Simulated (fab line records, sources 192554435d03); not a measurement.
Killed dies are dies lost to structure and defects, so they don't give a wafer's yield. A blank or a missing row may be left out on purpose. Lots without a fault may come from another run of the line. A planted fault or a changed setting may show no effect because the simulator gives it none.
Chamber matching | flow n5_finfet | N5_HKMG_FIN_CVD_62 on thermal_cvd_si-02: 3 sister chambers
The step deposits a-Si from Si2H6, target thk 3 nm, time 20.8 s. 36 wafers are shown with their chamber, then 12 later ones without.

WAFERS WITH THEIR CHAMBER
wafer  | chamber | heater_power_w (W)
L074.2 | 0       | 1409
L074.5 | 0       | 1426
L074.6 | 1       | 1383
L076.1 | 2       | 1508
L076.2 | 0       | 1455
L076.3 | 1       | 1398
L076.4 | 1       | 1368
L076.5 | 0       | 1453
L076.6 | 2       | 1508
L078.1 | 2       | 1484
L078.2 | 0       | 1414
L078.3 | 1       | 1393
L078.4 | 0       | 1437
L078.5 | 1       | 1400
L078.6 | 2       | 1475
L080.1 | 1       | 1395
L080.2 | 0       | 1381
L080.3 | 2       | 1493
L080.4 | 0       | 1439
L080.5 | 1       | 1421
L080.6 | 2       | 1480
L082.2 | 2       | 1530
L082.5 | 0       | 1445
L082.6 | 1       | 1421
L084.1 | 1       | 1398
L084.3 | 2       | 1516
L084.5 | 1       | 1409
L085.1 | 2       | 1530
L085.2 | 1       | 1414
L085.6 | 1       | 1394
L085.3 | 1       | 1416
L085.4 | 2       | 1440
L085.5 | 2       | 1482
L088.2 | 2       | 1510
L088.3 | 1       | 1418
L088.6 | 0       | 1442

SIGNATURES (means of the wafers above)
reading        | chamber 0 | chamber 1 | chamber 2 | scatter within a chamber
heater_power_w | 1430.10   | 1402.00   | 1496.33   | 21.5
Rule: a wafer's distance from a chamber is the root of the sum, over the readings, of the square of ((its reading less the chamber's mean) divided by the reading's scatter). The wafer belongs to the nearest chamber; if the next one is less than 2 further off, it can't be placed. The scatter: the root of (the sum of the squares of (reading less its chamber's mean) over the shown wafers, divided by (wafers less chambers)).

WAFERS WITHOUT THEIR CHAMBER
wafer  | heater_power_w (W)
L090.1 | 1432
L090.2 | 1487
L090.3 | 1484
L092.2 | 1519
L092.4 | 1396
L092.5 | 1477
L094.3 | 1447
L094.4 | 1407
L094.6 | 1519
L096.2 | 1446
L096.3 | 1483
L096.5 | 1398

WHICH CHAMBER EACH WENT THROUGH
wafer  | from the rows above          | in truth
L090.1 | can't be placed: 0 or 1      | 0
L090.2 | 2                            | 2
L090.3 | can't be placed: 2 or 0      | 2
L092.2 | 2                            | 2
L092.4 | can't be placed: 1 or 0      | 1
L092.5 | can't be placed: 2 or 0      | 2
L094.3 | can't be placed: 0 or 1 or 2 | 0
L094.4 | can't be placed: 1 or 0      | 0
L094.6 | 2                            | 2
L096.2 | can't be placed: 0 or 1 or 2 | 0
L096.3 | can't be placed: 2 or 0      | 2
L096.5 | can't be placed: 1 or 0      | 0
Placed correctly: 3 of 12. Can't be placed from these rows: 9 (the true chamber is among the candidates in 9). Placed wrongly: 0.
